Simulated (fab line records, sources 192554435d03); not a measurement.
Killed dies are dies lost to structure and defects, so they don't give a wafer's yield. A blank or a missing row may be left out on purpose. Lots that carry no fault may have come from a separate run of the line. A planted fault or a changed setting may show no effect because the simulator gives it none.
Chamber matching	flow n5_finfet	4 sister chambers for N5_GATE_CUT_SAC_CAP_01 on ald_sin-04
The step material SiNx, target thk 24 nm, pulse time 1 s, ald cycles 480. 8 wafers are shown with their chamber, then 12 later ones without.

== WAFERS WITH THEIR CHAMBER ==
wafer	chamber	heater_power_w (W)	precursor_pulse_height_rel
L083.1	2	887	0.994
L086.2	2	899	0.997
L086.3	3	822	0.982
L086.5	1	840	0.987
L086.6	0	856	0.987
L092.2	3	804	1.024
L092.4	0	866	1.015
L092.5	1	823	0.997

== WAFERS MISSING THEIR CHAMBER ==
wafer	heater_power_w (W)	precursor_pulse_height_rel
L095.1	821	1.012
L095.2	897	0.952
L095.3	840	1.022
L095.4	830	1.020
L095.5	813	0.993
L095.6	897	1.004
L096.1	890	1.023
L096.2	829	1.001
L096.3	854	1.044
L096.4	814	0.996
L096.5	869	0.970
L096.6	827	1.016

== WHICH CHAMBER EACH ONE RAN IN ==
wafer	from the rows above	in truth
L095.1	can't be placed: 3 or 1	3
L095.2	can't be placed: 2 or 0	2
L095.3	can't be placed: 1 or 0 or 3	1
L095.4	can't be placed: 1 or 3 or 0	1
L095.5	can't be placed: 3 or 1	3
L095.6	2	2
L096.1	can't be placed: 2 or 0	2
L096.2	can't be placed: 1 or 3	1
L096.3	can't be placed: 0 or 1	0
L096.4	can't be placed: 3 or 1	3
L096.5	can't be placed: 0 or 2 or 1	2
L096.6	can't be placed: 1 or 3 or 0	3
Correctly placed: 1 of 12. Not placeable from these rows: 11 (in 11, the candidates include the true chamber). Number placed wrongly: 0.
How it was worked out, from the rows above alone: a wafer's distance from a chamber is the root of the sum, over the readings, of the square of ((its reading less the chamber's mean) divided by the reading's scatter). If the next closest chamber is less than 2 further off than the closest, the wafer can't be placed; otherwise it belongs to the closest. Each chamber's mean is taken over the wafers shown for it. The scatter: the root of (the sum of the squares of (reading less its chamber's mean) over the shown wafers, divided by (wafers less chambers)).
